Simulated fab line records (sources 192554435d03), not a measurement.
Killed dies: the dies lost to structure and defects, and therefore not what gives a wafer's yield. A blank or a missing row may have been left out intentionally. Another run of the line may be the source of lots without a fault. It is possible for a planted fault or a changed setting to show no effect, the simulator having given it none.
Struck lot and sound lot, side by side / flow n5-finfet / 33 steps out of a route of 1938
Sound: the wafers L684.2, L684.3, L684.6. Struck: wafer L691.3; the same lot's L691.5 was not struck, so it is left out; see the end for the cause.
Per side, at each step with rows, come the tool, then ch with its chambers, and then its first start. Under that, the readings that differ: sound wafers / struck wafers / difference of the means / sigmas: that difference in standard deviations of wafers without a fault.
alike: readings with means less than 2 such deviations apart, plus words and numbers identical on both sides. not compared: withheld readings, readings lacking a value on some wafer, bounds such as >300 that could conceal the same value, and numbers that have no deviation in the record and whose values overlap.
The two part at a step that has a row with sigmas, a row that says differs or no value, or rows on one side only. Numbers that don't overlap but have no deviation are shown without sigmas and don't part them. Lack of a reading on every wafer of one side parts them only where that side has two or more wafers.

first, 7 steps without rows for these wafers: N5_BEOL_M15_COAT_22 (resist thk 800 nm); N5_BEOL_M15_EBR_24; N5_BEOL_M15_SOFTBAKE_23 (time 60 s); N5_BEOL_M15_EXPOSE_25 (exposes mask M15, target cd 400 nm); N5_BEOL_M15_PEB_26 (peb time 90 s); N5_BEOL_M15_DEVELOP_27 (develop time 45 s); N5_BEOL_M15_HARDBAKE_32 (time 120 s).
N5_BEOL_M15_CD_MEAS_28: the cd target is 407.6 nm.
  sound on cd-sem-02 ch 0, day 12 01:41; struck on cd-sem-01 ch 0, day 13 04:52
  alike: cd-nm
N5_BEOL_M15_OVL_MEAS_29:
  sound on overlay-02 ch 0, day 12 01:43; struck on overlay-02 ch 0, day 13 04:53
  alike: M15_OVL
N5_BEOL_M15_INSPECT_30: inspects for defects (macro).
  struck on defect-inspect-02, day 13 04:55; sound on defect-inspect-01, day 12 01:44
  alike: raw-defect-count
then, 2 steps without rows for these wafers: N5_BEOL_M15_DESCUM_33 (chemistry O2, time 7.9 s); N5_BEOL_M15_ETCH_61 (etches BARC in N2/H2, target depth 89 nm, overetch 26.7 nm, time 67.9 s).
N5_BEOL_M15_TRENCH_ETCH_34: etches SiO2 in C4F8/O2/Ar, target depth 872.93 nm, time 199 s.
  sound on rie-diel-03 ch 1,2, day 12 01:51; struck on rie-diel-03 ch 0, day 13 05:04
reading=showerhead-plenum-p-Torr (Torr); sound=3.62 3.52 3.62; struck=3.36; difference=-0.23; sigmas=-2
reading=model.etch.depth-nm (nm); sound=882.9 867.9 887.2; struck=662; difference=-217; sigmas=
reading=model.coat_of_BEOL_M15_COAT_22.thk-nm (nm); sound=539.6 544.2 541.6; struck=587.2; difference=+45.4; sigmas=
  alike: drypump-motor-current-A, oes_f_703_au, oes-product-au, rf-vpp-V, throttle-valve-pct
  not compared: rf-hours-counter-h
then, 6 steps without rows for these wafers: N5_BEOL_M15_STRIP_36 (strips in O2); N5_BEOL_M15_STRIP_62 (strips in O2); N5_BEOL_M15_STRIP_37 (strips in O2); N5_BEOL_M15_ETCH_38 (etches SiCN in CF4/N2, target depth 106.4 nm, time 120.5 s); N5_BEOL_M15_PRECLEAN_39 (cleans in residue remover, time 60 s); N5_BEOL_M15_SRD_40 (time 30 s, dry time 30 s).
N5_BEOL_M15_DEGAS_41: time 60 s.
  struck on pvd-sputter-03, day 13 05:53; sound on pvd-sputter-01, day 12 03:11
  alike: heater-power-w
N5_BEOL_M15_PRE_CLEAN_42: time 30 s.
  struck on pvd-sputter-03, day 13 05:56; sound on pvd-sputter-01, day 12 03:14
  alike: heater-power-w
N5_BEOL_M15_SPUTTER_43: material TaN, target thk 15 nm, time 24.19 s.
  struck on pvd-sputter-03, day 13 05:58; sound on pvd-sputter-01, day 12 03:16
  alike: throttle-valve-pct
then, 1 step without rows for these wafers: N5_BEOL_M15_SPUTTER_44 (material Ta, target thk 15 nm, time 24.19 s).
N5_BEOL_M15_SPUTTER_45: material Cu, target thk 100 nm, time 16.67 s.
  struck on pvd-sputter-03, day 13 06:08; sound on pvd-sputter-01, day 12 03:26
  alike: throttle-valve-pct
then, 1 step without rows for these wafers: N5_BEOL_M15_ECD_47 (material Cu, target thk 1860 nm).
N5_BEOL_M15_ANNEAL_48: time 90 s.
  sound on rtp-anneal-01 ch 0, day 12 03:50; struck on rtp-anneal-02 ch 0, day 13 06:50
  alike: anneal-temp-c-max, wafer_temp_C_max
N5_BEOL_M15_CMP_49: polishes, stops on SiO2, t overpolish 4.9 s, target thk 850 nm.
  sound on cmp-04 ch 0,1, day 12 04:10; struck on cmp-04 ch 2, day 13 07:05
reading=model.Cu_of_BEOL_M15_ECD_47.thk-nm (nm); sound=859 845.6 863.4; struck=638; difference=-218; sigmas=
  alike: clearing-platen-rpm, motor-current-A, retaining-ring-pressure-frac
N5_BEOL_M15_THK_MEAS_50: measures by xrf.
  struck on film-metro-01, day 13 07:20; sound on film-metro-02, day 12 04:28
reading=M15_THK (nm); sound=860 845 863; struck=642; difference=-214; sigmas=-21
then, 2 steps without rows for these wafers: N5_BEOL_M15_PRE_CLEAN_52 (time 15 s); N5_BEOL_M15_DEP_53 (deposits SiCN from 3MS/NH3, target thk 50 nm, time 17.8 s).
N5_BEOL_M15_RS_MEAS_54: measurement is done with a four-point probe.
  struck on film-metro-02, day 13 07:28; sound on film-metro-02, day 12 04:36
reading=M15_RS (ohm/sq); sound=0.0213 0.02169 0.02126; struck=0.02892; difference=+0.00750; sigmas=+31
N5_BEOL_M15_INSPECT_55: inspects for defects (darkfield).
  struck on defect-inspect-01, day 13 07:30; sound on defect-inspect-01, day 12 04:37
  alike: raw-defect-count
N5_PASSIVATION_PROBE_49:
  struck on prober-02, day 13 19:29; sound on prober-01, day 12 20:53
reading=killed-at-contacts; sound=13 30 18; struck=7; difference=-13; sigmas=-2
reading=sort_bin_6_memory (%); sound=3.2 4.4 3.8; struck=2.2; difference=-1.6; sigmas=-3
  alike: defect-limited-yield, killed_at_M0_to_M3, killed_at_M4_up, killed-at-front-end, killed-at-other, killed-dies, killed-open, killed-short, sort_bin_5_function, sort-n-pass, sort-yield-pct
  not compared: sort_bin_8_speed

## WHERE THEY PART
At N5_BEOL_M15_TRENCH_ETCH_34 first; at N5_PASSIVATION_PROBE_49 last (within this record only).

WHY: what the simulator had put in
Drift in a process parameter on rie-diel-03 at N5_BEOL_M15_TRENCH_ETCH_34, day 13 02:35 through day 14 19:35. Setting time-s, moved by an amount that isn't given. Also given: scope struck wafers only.
